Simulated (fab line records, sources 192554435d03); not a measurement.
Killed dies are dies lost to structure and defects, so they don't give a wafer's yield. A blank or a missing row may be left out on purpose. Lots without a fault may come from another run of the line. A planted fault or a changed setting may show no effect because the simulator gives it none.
fab line records | flow n5_finfet
record lots=24 wafers=72 last_day=17
route steps=1938 shown BEOL_M7@1276 BEOL_M8@1350
lots that met no fault: from a run of the same line without faults
start_h: hours from the record's first day to the start of the lot's first wafer shown | wait_h: hours since the lot's step before | " the same as in the row above | L1.1+2: a row that stands for several wafers | - no value, or no start given | * or withheld: withheld | < > ~ a bound
route shown NAME@n: a module of which the file shows steps, and the number in the route of the first | usual: mean/standard deviation of fault-free wafers | same: alike in all rows | chamber/n: place in a boat | sites: the reading at each site | _std_site: their standard deviation | _edge_site: outer sites' mean less inner sites' | radius_mm: how far each site lies from the wafer's centre | mask NAME#n: copy n | behind: the tool/chamber that last shaped the wafer | hold: why the lot was held/for how many hours/how that ended | device: the transistor (n, p or np) that didn't switch | end of line: the same wafers' tests at the end of the route | a step without rows: its recipe alone | killed: dies lost to structure and defects at the first sort, not the wafer's yield | map: a wafer's dies, x killed, . not, _ none there
set.NAME: the setting as run; set.NAME@STEP: as run at that earlier step | model.NAME: the simulator's own value behind a step, which no gauge read
steps of the route over a sample of lots; a table a step, a row a wafer
services: from which hour (start_h, from the record's first day; less than 0 if before it) a tool's chamber was out of use, for how many hours, and why
## steps
# step N5_BEOL_M7_CD_MEAS_11
# recipe target_cd_nm=38.5 landing_energy_ev=500 detector=se_inlens polarity=opening
# usual cd_nm=38.7/0.6
# columns lot.wafer tool chamber start_h wait_h cd_nm
L074.2 cd_sem-01 0 198.28 - 38.5
L074.3 " 0 " " 37.8
L074.5 " 0 " " 37.4
L076.1 cd_sem-02 0 201.41 - 38.6
L076.2 " 0 " " 39.0
L076.5 " 0 " " 38.6
L075.2 cd_sem-02 0 210.57 - 39.1
L075.3 " 0 " " 39.3
L075.4 " 0 " " 39.3
L077.1 cd_sem-01 0 213.42 - 37.5
L077.2 " 0 " " 38.3
L077.3 " 0 " " 37.2
L078.2 cd_sem-03 0 217.04 - 38.9
L078.3 " 0 " " 38.8
L078.6 " 0 " " 39.2
L079.1 cd_sem-01 0 227.76 - 37.6
L079.4 " 0 " " 39.0
L079.5 " 0 " " 39.4
L080.2 cd_sem-03 0 230.64 - 38.8
L080.3 " 0 " " 38.7
L080.6 " 0 " " 38.3
L081.1 cd_sem-03 0 242.53 - 39.0
L081.3 " 0 " " 38.0
L081.6 " 0 " " 38.7
L083.1 cd_sem-01 0 246.49 - 38.7
L083.2 " 0 " " 38.3
L083.6 " 0 " " 38.0
L082.2 cd_sem-02 0 254.01 - 38.1
L082.3 " 0 " " 37.8
L082.5 " 0 " " 38.3
L084.2 cd_sem-02 0 254.18 - 38.7
L084.3 " 0 " " 38.3
L084.6 " 0 " " 38.7
L085.1 cd_sem-02 0 275.29 - 38.4
L085.2 " 0 " " 38.5
L085.3 " 0 " " 38.7
L088.1 cd_sem-03 0 275.75 - 39.9
L088.4 " 0 " " 39.3
L088.5 " 0 " " 39.1
L086.3 cd_sem-03 0 279.48 - 38.7
L086.5 " 0 " " 39.1
L086.6 " 0 " " 38.9
L087.3 cd_sem-02 0 282.01 - 39.7
L087.4 " 0 " " 39.0
L087.5 " 0 " " 39.3
L091.2 cd_sem-01 0 282.42 - 39.3
L091.3 " 0 " " 38.9
L091.6 " 0 " " 39.2
L090.3 cd_sem-02 0 285.74 - 39.3
L090.4 " 0 " " 37.9
L090.5 " 0 " " 39.1
L089.1 cd_sem-01 0 287.84 - 38.5
L089.2 " 0 " " 38.6
L089.6 " 0 " " 38.6
L092.1 cd_sem-02 0 306.34 - 38.7
L092.2 " 0 " " 38.7
L092.5 " 0 " " 38.9
L093.1 cd_sem-02 0 312.64 - 38.2
L093.2 " 0 " " 37.3
L093.5 " 0 " " 38.6
L094.1 cd_sem-01 0 313.32 - 39.7
L094.2 " 0 " " 39.5
L094.4 " 0 " " 39.3
L095.1 cd_sem-02 0 316.43 - 38.8
L095.3 " 0 " " 39.6
L095.6 " 0 " " 39.1
L097.1 cd_sem-01 0 333.33 - 38.6
L097.4 " 0 " " 39.5
L097.6 " 0 " " 38.9
L096.2 cd_sem-03 0 336.30 - 39.2
L096.5 " 0 " " 39.1
L096.6 " 0 " " 39.1
# step N5_BEOL_M7_HM_OPEN_17
# recipe chemistry=Cl2/BCl3 target_depth_a=200 overetch_a=60 target=TiN mask_material=SOC ion_energy_ev=150 pressure_mtorr=10 icp_w=1000 bias_w=126 Cl2_flow_sccm=53.25 bcl3_flow_sccm=21.75 Ar_flow_sccm=25
# usual drypump_motor_current_A=5.8/0.31 oes_product_au=0.70/0.11 throttle_valve_pct=22.0/0.32
# columns lot.wafer tool chamber start_h wait_h drypump_motor_current_A oes_product_au rf_hours_counter_h throttle_valve_pct
L074.2 rie_metal-01 1 198.64 0.0 5.5 0.80 5 22.4
L074.3 " 0 " " 6.6 0.53 - 22.2
L074.5 " 1 " " 5.5 0.80 - 22.4
L076.1 rie_metal-02 0 201.94 0.0 5.9 0.78 11 21.4
L076.2 " 0 " " 5.9 0.78 - 21.4
L076.5 " 0 " " 5.9 0.78 - 21.4
L075.2 rie_metal-02 0 210.97 0.1 5.9 0.75 - 21.5
L075.3 " 0 " " 5.9 0.76 - 21.5
L075.4 " 0 " " 5.9 0.76 - 21.5
L077.1 rie_metal-02 1 213.79 0.0 5.5 0.85 0 21.9
L077.2 " 0 " " 5.9 0.76 14 21.5
L077.3 " 0 " " 5.9 0.77 - 21.4
L078.2 rie_metal-01 1 217.85 0.1 5.6 0.78 - 22.4
L078.3 " 1 " " 5.5 0.78 - 22.4
L078.6 " 1 " " 5.5 0.78 - 22.4
L079.1 rie_metal-03 1 228.41 0.0 5.6 0.56 107 22.2
L079.4 " 1 " " 5.6 0.57 - 22.2
L079.5 " 0 " " 5.7 0.56 - 22.1
L080.2 rie_metal-02 1 231.11 0.0 5.5 0.83 1 22.0
L080.3 " 1 " " 5.5 0.84 - 22.0
L080.6 " 1 " " 5.5 0.83 - 21.9
L081.1 rie_metal-03 1 242.90 0.0 5.6 0.56 109 22.2
L081.3 " 0 " " 5.7 0.56 - 22.0
L081.6 " 1 " " 5.6 0.56 - 22.2
L083.1 rie_metal-01 1 246.86 0.0 5.5 0.76 10 22.4
L083.2 " 0 " " 6.6 0.82 1 21.9
L083.6 " 1 " " 5.5 0.77 - 22.4
L082.2 rie_metal-02 0 254.48 0.0 5.9 0.75 17 21.5
L082.3 " 0 " " 5.9 0.74 - 21.5
L082.5 " 1 " " 5.5 0.82 - 22.0
L084.2 rie_metal-03 1 254.59 0.0 5.6 0.56 110 22.2
L084.3 " 1 " " 5.6 0.56 - 22.2
L084.6 " 0 " " 5.7 0.55 - 22.1
L085.1 rie_metal-03 0 275.76 0.0 5.6 0.56 110 22.1
L085.2 " 1 " " 5.6 0.55 112 22.2
L085.3 " 1 " " 5.6 0.55 - 22.2
L088.1 rie_metal-03 1 276.32 0.0 5.6 0.55 112 22.2
L088.4 " 1 " " 5.6 0.55 - 22.2
L088.5 " 0 " " 5.6 0.55 - 22.1
L086.3 rie_metal-02 1 279.96 0.1 5.5 0.80 - 22.0
L086.5 " 1 " " 5.5 0.79 - 22.0
L086.6 " 0 " " 5.9 0.73 - 21.5
L087.3 rie_metal-02 0 282.42 0.1 5.9 0.74 - 21.5
L087.4 " 1 " " 5.5 0.80 - 22.0
L087.5 " 1 " " 5.5 0.79 - 22.0
L091.2 rie_metal-02 0 282.79 0.0 5.9 0.74 19 21.5
L091.3 " 1 " " 5.5 0.80 - 22.0
L091.6 " 0 " " 5.9 0.74 - 21.5
L090.3 rie_metal-03 1 286.14 0.1 5.6 0.55 - 22.2
L090.4 " 0 " " 5.6 0.55 - 22.1
L090.5 " 1 " " 5.6 0.55 - 22.2
L089.1 rie_metal-02 0 288.20 0.0 5.9 0.75 19 21.5
L089.2 " 1 " " 5.5 0.80 5 22.0
L089.6 " 0 " " 5.9 0.75 - 21.5
L092.1 rie_metal-03 0 306.72 0.0 5.6 0.54 113 22.1
L092.2 " 0 " " 5.6 0.54 - 22.1
L092.5 " 0 " " 5.6 0.55 - 22.1
L093.1 rie_metal-01 1 313.11 0.0 5.5 0.74 15 22.5
L093.2 " 0 " " 6.5 0.76 7 21.9
L093.5 " 1 " " 5.6 0.73 - 22.4
L094.1 rie_metal-01 1 313.74 0.0 5.5 0.73 16 22.5
L094.2 " 0 " " 6.6 0.75 7 21.9
L094.4 " 1 " " 5.6 0.73 - 22.5
L095.1 rie_metal-01 1 316.90 0.1 5.5 0.74 16 22.5
L095.3 " 0 " " 6.6 0.76 - 21.9
L095.6 " 0 " " 6.5 0.77 - 21.9
L097.1 rie_metal-03 1 333.76 0.0 5.6 0.87 0 22.1
L097.4 " 1 " " 5.6 0.86 - 22.1
L097.6 " 1 " " 5.6 0.89 - 22.1
L096.2 rie_metal-03 0 336.67 0.0 5.6 0.54 118 22.1
L096.5 " 0 " " 5.7 0.54 - 22.1
L096.6 " 1 " " 5.6 0.85 - 22.1
# step N5_BEOL_M7_ETCH_41
# recipe chemistry=CH3F/O2 target=SiCN target_depth_a=319 taper_deg=2 time_s=57.8 ion_energy_ev=120 mask_material=TiN pressure_mtorr=30 source_w=395 bias_w=75 Ar_flow_sccm=150 CH3F_flow_sccm=30 O2_flow_sccm=20
# usual drypump_motor_current_A=5.8/0.41 oes_product_au=0.79/0.062 rf_vpp_V=297.5/1.8 showerhead_plenum_p_Torr=2.01/0.062 throttle_valve_pct=16.30/0.16
# same time_s=57.8
# columns lot.wafer tool chamber start_h wait_h drypump_motor_current_A oes_product_au rf_hours_counter_h rf_vpp_V showerhead_plenum_p_Torr throttle_valve_pct
L074.2 rie_diel-05 1 - - 6.1 0.79 115 296.4 1.94 16.43
L074.3 " 0 " " 5.9 0.92 15 298.9 2.04 16.16
L074.5 " 0 " " 5.9 0.93 - 298.3 2.04 16.18
L076.1 rie_diel-05 1 - - 6.1 0.79 117 294.8 1.94 16.45
L076.2 " 0 " " 5.9 0.92 17 296.9 2.04 16.18
L076.5 " 3 " " 6.2 0.71 - 298.9 2.04 16.32
L075.2 rie_diel-04 3 - - 5.7 0.93 8 300.6 2.13 16.06
L075.3 " 1 " " 5.8 0.85 60 300.2 2.11 16.28
L075.4 " 0 " " 5.1 0.75 166 298.7 2.00 16.31
L077.1 rie_diel-01 3 - - 6.0 0.76 162 298.2 2.01 16.33
L077.2 " 2 " " 5.1 0.79 116 296.9 1.94 16.45
L077.3 " 1 " " 6.3 0.82 74 296.0 1.95 16.06
L078.2 rie_diel-01 2 - - 5.1 0.79 118 296.9 1.94 16.44
L078.3 " 1 " " 6.3 0.82 75 294.9 1.95 16.05
L078.6 " 3 " " 6.1 0.76 - 298.6 2.01 16.33
L079.1 rie_diel-05 2 - - 5.3 0.78 123 297.9 2.00 16.48
L079.4 " 3 " " 6.2 0.71 238 299.1 2.04 16.35
L079.5 " 0 " " 5.9 0.90 - 299.1 2.04 16.17
L080.2 rie_diel-05 1 - - 6.1 0.77 125 294.6 1.94 16.46
L080.3 " 0 " " 5.9 0.89 25 299.8 2.04 16.19
L080.6 " 0 " " 5.9 0.88 - 297.5 2.04 16.17
L081.1 rie_diel-04 2 - - 5.6 0.88 32 299.2 2.13 15.98
L081.3 " 1 " " 5.8 0.84 70 299.0 2.11 16.29
L081.6 " 2 " " 5.5 0.88 - 298.8 2.13 15.98
L083.1 rie_diel-05 2 - - 5.3 0.77 128 297.0 2.00 16.48
L083.2 " 0 " " 5.9 0.89 29 297.5 2.04 16.20
L083.6 " 3 " " 6.2 0.69 - 299.1 2.04 16.38
L082.2 rie_diel-04 0 - - 5.1 0.75 179 298.1 2.00 16.33
L082.3 " 3 " " 5.7 0.90 22 299.4 2.13 16.07
L082.5 " 1 " " 5.9 0.82 - 300.1 2.10 16.30
L084.2 rie_diel-01 0 - - 6.1 0.73 206 297.8 2.06 16.29
L084.3 " 1 " " 6.3 0.80 90 295.9 1.94 16.10
L084.6 " 1 " " 6.3 0.81 - 295.3 1.94 16.07
L088.1 rie_diel-04 2 - - 5.6 0.88 36 300.7 2.12 16.01
L088.4 " 3 " " 5.8 0.88 30 298.6 2.12 16.10
L088.5 " 0 " " 5.1 0.74 - 297.1 1.99 16.35
L085.1 rie_diel-01 2 - - 5.2 0.77 138 296.7 1.94 16.49
L085.2 " 0 " " 6.1 0.71 214 300.1 2.05 16.31
L085.3 " 1 " " 6.3 0.80 98 295.8 1.94 16.10
L086.3 rie_diel-05 1 - - 6.1 0.76 139 296.2 1.94 16.50
L086.5 " 1 " " 6.1 0.76 - 296.2 1.94 16.48
L086.6 " 2 " " 5.3 0.75 - 299.0 2.00 16.50
L087.3 rie_diel-01 2 - - 5.1 0.76 140 295.5 1.94 16.49
L087.4 " 3 " " 6.0 0.74 186 297.1 2.00 16.37
L087.5 " 2 " " 5.1 0.77 - 297.1 1.94 16.49
L091.2 rie_diel-05 1 - - 6.1 0.76 140 296.4 1.94 16.49
L091.3 " 2 " " 5.3 0.76 139 297.8 2.00 16.51
L091.6 " 2 " " 5.3 0.76 - 297.6 2.00 16.53
L090.3 rie_diel-01 3 - - 6.0 0.72 187 297.1 2.00 16.35
L090.4 " 1 " " 6.3 0.78 101 294.3 1.94 16.10
L090.5 " 0 " " 6.1 0.70 - 299.1 2.05 16.33
L089.1 rie_diel-05 2 - - 5.3 0.77 142 297.2 2.00 16.51
L089.2 " 1 " " 6.1 0.75 144 295.3 1.93 16.49
L089.6 " 2 " " 5.3 0.76 - 295.4 2.00 16.52
L092.1 rie_diel-04 1 - - 5.8 0.82 90 298.9 2.10 16.32
L092.2 " 2 " " 5.6 0.86 45 299.6 2.12 16.02
L092.5 " 3 " " 5.7 0.87 - 301.0 2.12 16.12
L094.1 rie_diel-01 3 - - 6.0 0.74 196 298.0 2.00 16.38
L094.2 " 2 " " 5.2 0.77 150 294.9 1.93 16.51
L094.4 " 1 " " 6.3 0.78 109 297.3 1.94 16.12
L093.1 rie_diel-01 1 - - 6.3 0.78 110 296.5 1.94 16.12
L093.2 " 0 " " 6.1 0.71 225 298.5 2.05 16.34
L093.5 " 3 " " 6.0 0.75 - 297.7 2.00 16.38
L095.1 rie_diel-01 2 - - 5.1 0.76 151 295.7 1.93 16.52
L095.3 " 1 " " 6.3 0.78 111 295.5 1.94 16.13
L095.6 " 3 " " 6.0 0.72 - 297.0 2.00 16.39
L097.1 rie_diel-04 0 - - 5.1 0.71 203 297.0 1.99 16.36
L097.4 " 1 " " 5.9 0.80 97 299.2 2.10 16.35
L097.6 " 1 " " 5.9 0.80 - 298.3 2.10 16.34
L096.2 rie_diel-05 2 - - 5.3 0.75 157 297.0 1.99 16.55
L096.5 " 3 " " 6.2 0.95 - 299.0 2.03 15.91
L096.6 " 0 " " 5.9 0.84 - 298.6 2.03 16.25
# step N5_BEOL_M7_PRE_CLEAN_45
# recipe gas=H2/He time_s=30 temp_c=250
# usual heater_power_w=322/39
# same time_s=30
# columns lot.wafer tool chamber start_h wait_h heater_power_w
L074.2 pvd_sputter-02 - 202.01 0.0 278
L074.3 " - " " 354
L074.5 " - " " 366
L076.1 pvd_sputter-02 - 206.78 0.0 381
L076.2 " - " " 268
L076.5 " - " " 262
L075.2 pvd_sputter-03 - 213.95 0.0 286
L075.3 " - " " 269
L075.4 " - " " 386
L077.1 pvd_sputter-01 - 215.72 0.0 322
L077.2 " - " " 349
L077.3 " - " " 321
L078.2 pvd_sputter-02 - 220.38 0.0 373
L078.3 " - " " 269
L078.6 " - " " 363
L079.1 pvd_sputter-02 - 230.46 0.0 295
L079.4 " - " " 267
L079.5 " - " " 272
L080.2 pvd_sputter-01 - 233.95 0.0 318
L080.3 " - " " 317
L080.6 " - " " 325
L081.1 pvd_sputter-03 - 246.53 0.0 277
L081.3 " - " " 274
L081.6 " - " " 273
L083.1 pvd_sputter-01 - 250.17 0.0 323
L083.2 " - " " 324
L083.6 " - " " 340
L082.2 pvd_sputter-02 - 258.44 0.0 265
L082.3 " - " " 378
L082.5 " - " " 285
L084.2 pvd_sputter-02 - 258.52 0.0 268
L084.3 " - " " 348
L084.6 " - " " 374
L088.1 pvd_sputter-02 - 279.21 0.0 374
L088.4 " - " " 265
L088.5 " - " " 265
L085.1 pvd_sputter-01 - 279.51 0.0 348
L085.2 " - " " 315
L085.3 " - " " 312
L086.3 pvd_sputter-01 - 282.53 0.0 339
L086.5 " - " " 317
L086.6 " - " " 342
L087.3 pvd_sputter-02 - 284.29 0.0 372
L087.4 " - " " 281
L087.5 " - " " 293
L091.2 pvd_sputter-03 - 284.82 0.0 271
L091.3 " - " " 266
L091.6 " - " " 280
L090.3 pvd_sputter-01 - 288.10 0.0 310
L090.4 " - " " 321
L090.5 " - " " 324
L089.1 pvd_sputter-01 - 292.98 0.0 316
L089.2 " - " " 325
L089.6 " - " " 316
L092.1 pvd_sputter-03 - 309.59 0.0 282
L092.2 " - " " 340
L092.5 " - " " 338
L094.1 pvd_sputter-02 - 316.07 0.0 348
L094.2 " - " " 285
L094.4 " - " " 276
L093.1 pvd_sputter-03 - 316.88 0.0 389
L093.2 " - " " 343
L093.5 " - " " 277
L095.1 pvd_sputter-02 - 321.39 0.0 353
L095.3 " - " " 286
L095.6 " - " " 351
L097.1 pvd_sputter-02 - 337.03 0.0 281
L097.4 " - " " 381
L097.6 " - " " 348
L096.2 pvd_sputter-02 - 338.45 0.0 265
L096.5 " - " " 363
L096.6 " - " " 270
# step N5_BEOL_M8_ETCH_62
# recipe chemistry=N2/H2 target=SOC target_depth_a=1100 overetch_a=220 mask_material=SiARC temp_c=40 time_s=165 ion_energy_ev=200 pressure_mtorr=30 source_w=840 bias_w=150 n2_flow_sccm=200 h2_flow_sccm=200
# usual drypump_motor_current_A=5.63/0.3 oes_product_au=0.66/0.086 rf_vpp_V=523.8/2.6 showerhead_plenum_p_Torr=2.54/0.091 throttle_valve_pct=17.9/0.31
# same time_s=165
# columns lot.wafer tool chamber start_h wait_h drypump_motor_current_A oes_product_au rf_hours_counter_h rf_vpp_V showerhead_plenum_p_Torr throttle_valve_pct
L074.2 rie_diel-03 3 206.05 0.0 5.93 0.71 60 527.9 2.69 17.8
L074.3 " 2 " " 6.09 0.60 231 522.6 2.51 17.8
L074.5 " 3 " " 5.94 0.72 - 528.7 2.69 17.8
L076.1 rie_diel-06 2 213.38 0.0 6.27 0.80 6 529.1 2.72 17.5
L076.2 " 1 " " 5.45 0.61 219 522.6 2.52 18.2
L076.5 " 3 " " 5.23 0.62 - 520.8 2.42 17.6
L075.2 rie_diel-06 2 218.28 0.0 6.27 0.80 7 529.6 2.72 17.6
L075.3 " 1 " " 5.44 0.61 220 523.8 2.52 18.2
L075.4 " 3 " " 5.23 0.62 181 521.2 2.42 17.6
L077.1 rie_diel-02 2 220.39 0.0 5.41 0.60 241 523.5 2.51 17.8
L077.2 " 3 " " 5.57 0.61 222 525.5 2.50 18.3
L077.3 " 0 " " 5.63 0.59 230 522.1 2.50 17.7
L078.2 rie_diel-06 3 225.07 0.0 5.23 0.62 183 520.7 2.42 17.6
L078.3 " 1 " " 5.40 0.62 222 523.5 2.52 18.2
L078.6 " 1 " " 5.42 0.61 - 523.8 2.52 18.2
L079.1 rie_diel-03 1 234.08 0.0 5.29 0.58 211 525.6 2.62 17.9
L079.4 " 3 " " 5.91 0.71 69 527.8 2.69 17.8
L079.5 " 0 " " 5.57 0.64 - 520.4 2.45 18.1
L080.2 rie_diel-06 0 238.64 0.0 5.81 0.61 198 525.7 2.64 18.0
L080.3 " 3 " " 5.23 0.61 188 519.9 2.42 17.6
L080.6 " 3 " " 5.24 0.61 - 519.3 2.42 17.6
L081.1 rie_diel-06 0 251.25 0.0 5.81 0.61 203 526.6 2.64 18.1
L081.3 " 1 " " 5.47 0.61 232 522.4 2.52 18.2
L081.6 " 0 " " 5.82 0.61 - 527.2 2.64 18.1
L083.1 rie_diel-02 0 254.88 0.0 5.66 0.58 245 523.0 2.49 17.8
L083.2 " 1 " " 5.87 0.60 237 525.7 2.61 18.2
L083.6 " 1 " " 5.88 0.60 - 525.7 2.61 18.2
L082.2 rie_diel-03 1 261.87 0.0 5.28 0.58 221 527.9 2.62 17.9
L082.3 " 0 " " 5.55 0.63 180 521.1 2.44 18.1
L082.5 " 3 " " 5.92 0.70 - 528.2 2.68 17.8
L084.2 rie_diel-03 3 265.00 0.0 5.94 0.70 80 527.2 2.68 17.8
L084.3 " 1 " " 5.28 0.58 222 526.2 2.62 17.9
L084.6 " 0 " " 5.57 0.63 - 520.4 2.44 18.1
L088.1 rie_diel-02 2 284.62 0.0 5.43 0.83 7 522.3 2.50 17.4
L088.4 " 1 " " 5.89 0.60 - 525.7 2.61 18.2
L088.5 " 3 " " 5.56 0.60 - 523.3 2.49 18.3
L085.1 rie_diel-06 1 284.83 0.0 5.44 0.60 244 521.9 2.51 18.3
L085.2 " 0 " " 5.82 0.61 215 526.1 2.63 18.1
L085.3 " 3 " " 5.21 0.60 205 519.8 2.41 17.7
L086.3 rie_diel-06 3 286.24 0.0 5.26 0.60 206 520.6 2.41 17.7
L086.5 " 1 " " 5.43 0.60 - 522.6 2.51 18.3
L086.6 " 0 " " 5.80 0.60 - 526.0 2.63 18.1
L087.3 rie_diel-02 3 288.48 0.0 5.58 0.59 251 522.9 2.49 18.3
L087.4 " 2 " " 5.37 0.82 - 523.5 2.50 17.4
L087.5 " 3 " " 5.58 0.59 - 522.3 2.49 18.3
L091.2 rie_diel-06 3 288.60 0.0 5.24 0.60 207 519.7 2.41 17.7
L091.3 " 1 " " 5.42 0.60 246 520.5 2.51 18.3
L091.6 " 1 " " 5.43 0.60 - 522.1 2.51 18.3
L090.3 rie_diel-03 2 293.54 0.0 6.11 0.81 1 522.7 2.50 17.5
L090.4 " 3 " " 5.92 0.70 93 528.6 2.68 17.8
L090.5 " 0 " " 5.56 0.63 - 519.4 2.44 18.2
L089.1 rie_diel-03 2 297.10 0.0 6.15 0.80 2 523.4 2.50 17.5
L089.2 " 0 " " 5.56 0.62 194 521.0 2.44 18.2
L089.6 " 2 " " 6.18 0.81 - 522.5 2.50 17.5
L092.1 rie_diel-02 1 316.07 0.0 5.88 0.58 261 525.1 2.60 18.2
L092.2 " 2 " " 5.37 0.78 21 522.4 2.50 17.4
L092.5 " 2 " " 5.39 0.78 - 522.2 2.50 17.4
L094.1 rie_diel-02 2 320.20 0.0 5.39 0.79 23 522.6 2.50 17.4
L094.2 " 3 " " 5.58 0.59 265 523.0 2.49 18.3
L094.4 " 3 " " 5.60 0.60 - 522.5 2.49 18.3
L093.1 rie_diel-02 0 322.22 0.0 5.67 0.80 3 523.8 2.49 17.4
L093.2 " 2 " " 5.41 0.79 24 521.9 2.50 17.4
L093.5 " 3 " " 5.56 0.59 - 523.7 2.49 18.4
L095.1 rie_diel-02 0 325.55 0.1 5.59 0.80 5 522.2 2.49 17.4
L095.3 " 0 " " 5.58 0.79 - 522.0 2.49 17.4
L095.6 " 2 " " 5.41 0.79 - 521.4 2.50 17.4
L097.1 rie_diel-06 3 342.25 0.0 5.25 0.59 229 520.2 2.40 17.7
L097.4 " 0 " " 5.81 0.59 240 525.5 2.62 18.1
L097.6 " 3 " " 5.23 0.58 - 519.5 2.40 17.7
L096.2 rie_diel-02 1 342.49 0.0 5.86 0.81 5 526.8 2.60 17.8
L096.5 " 1 " " 5.88 0.82 - 526.0 2.60 17.8
L096.6 " 0 " " 5.68 0.78 - 524.4 2.48 17.4
# step N5_BEOL_M8_CD_MEAS_18
# recipe pitch_nm=80 target_cd_nm=40
# usual cd_nm=40.3/0.59
# columns lot.wafer tool chamber start_h wait_h cd_nm
L074.2 cd_sem-02 - 206.51 0.1 39.9
L074.3 " - " " 40.2
L074.5 " - " " 40.3
L076.1 cd_sem-02 - 213.74 0.0 39.8
L076.2 " - " " 40.1
L076.5 " - " " 40.9
L075.2 cd_sem-02 - 218.65 0.1 40.4
L075.3 " - " " 39.6
L075.4 " - " " 40.7
L077.1 cd_sem-01 - 221.03 0.1 41.0
L077.2 " - " " 41.3
L077.3 " - " " 40.7
L078.2 cd_sem-01 - 225.57 0.1 40.7
L078.3 " - " " 40.3
L078.6 " - " " 40.5
L079.1 cd_sem-01 - 234.46 0.0 40.4
L079.4 " - " " 39.8
L079.5 " - " " 39.9
L080.2 cd_sem-01 - 239.01 0.1 40.7
L080.3 " - " " 38.8
L080.6 " - " " 39.7
L081.1 cd_sem-03 - 251.87 0.0 39.4
L081.3 " - " " 40.5
L081.6 " - " " 39.8
L083.1 cd_sem-03 - 255.29 0.1 40.7
L083.2 " - " " 40.3
L083.6 " - " " 39.6
L082.2 cd_sem-03 - 262.26 0.1 40.5
L082.3 " - " " 40.4
L082.5 " - " " 39.5
L084.2 cd_sem-03 - 265.42 0.1 40.4
L084.3 " - " " 40.3
L084.6 " - " " 39.5
L088.1 cd_sem-02 - 285.01 0.1 40.6
L088.4 " - " " 39.5
L088.5 " - " " 41.0
L085.1 cd_sem-03 - 285.20 0.0 39.2
L085.2 " - " " 39.9
L085.3 " - " " 40.7
L086.3 cd_sem-03 - 286.61 0.1 40.8
L086.5 " - " " 40.3
L086.6 " - " " 41.2
L087.3 cd_sem-03 - 288.85 0.1 40.2
L087.4 " - " " 39.8
L087.5 " - " " 39.8
L091.2 cd_sem-03 - 289.07 0.1 41.1
L091.3 " - " " 40.6
L091.6 " - " " 40.5
L090.3 cd_sem-01 - 293.92 0.1 39.6
L090.4 " - " " 39.5
L090.5 " - " " 39.1
L089.1 cd_sem-02 - 297.46 0.0 40.2
L089.2 " - " " 40.1
L089.6 " - " " 39.4
L092.1 cd_sem-02 - 316.50 0.0 41.8
L092.2 " - " " 41.5
L092.5 " - " " 40.9
L094.1 cd_sem-03 - 320.57 0.0 40.5
L094.2 " - " " 40.3
L094.4 " - " " 39.8
L093.1 cd_sem-02 - 322.59 0.0 40.5
L093.2 " - " " 40.6
L093.5 " - " " 40.7
L095.1 cd_sem-02 - 326.09 0.0 39.9
L095.3 " - " " 40.0
L095.6 " - " " 39.0
L097.1 cd_sem-01 - 342.67 0.0 40.5
L097.4 " - " " 40.7
L097.6 " - " " 40.3
L096.2 cd_sem-03 - 342.87 0.1 39.7
L096.5 " - " " 39.1
L096.6 " - " " 39.6
## services
# columns tool chamber start_h hours kind
rie_metal-01 - 179.17 2.1 repair
rie_diel-02 3 185.18 6.4 repair
rie_metal-02 1 196.55 - clean
rie_metal-02 1 196.55 16.0 scheduled_down
rie_metal-02 1 196.55 16.0 vent_cycle
rie_diel-04 0 202.29 6.5 repair
rie_diel-05 2 205.97 1.6 repair
rie_diel-05 - 216.89 0.8 repair
rie_diel-03 3 225.89 3.9 repair
rie_diel-04 2 233.69 4.1 repair
rie_diel-02 2 241.87 - clean
rie_diel-02 2 241.87 - consumable_replace:focus_ring
rie_diel-02 2 241.87 24.2 scheduled_down
rie_diel-02 2 241.87 24.2 vent_cycle
rie_metal-02 - 243.73 5.6 repair
rie_diel-04 2 252.40 19.3 repair
rie_diel-05 3 276.30 - clean
rie_diel-05 3 276.30 - consumable_replace:focus_ring
rie_diel-05 3 276.30 31.9 scheduled_down
rie_diel-05 3 276.30 31.9 vent_cycle
rie_diel-06 2 279.68 6.7 repair
rie_diel-02 0 290.62 - clean
rie_metal-01 1 308.47 4.1 repair
rie_diel-01 2 332.04 7.0 repair
## key
fault none
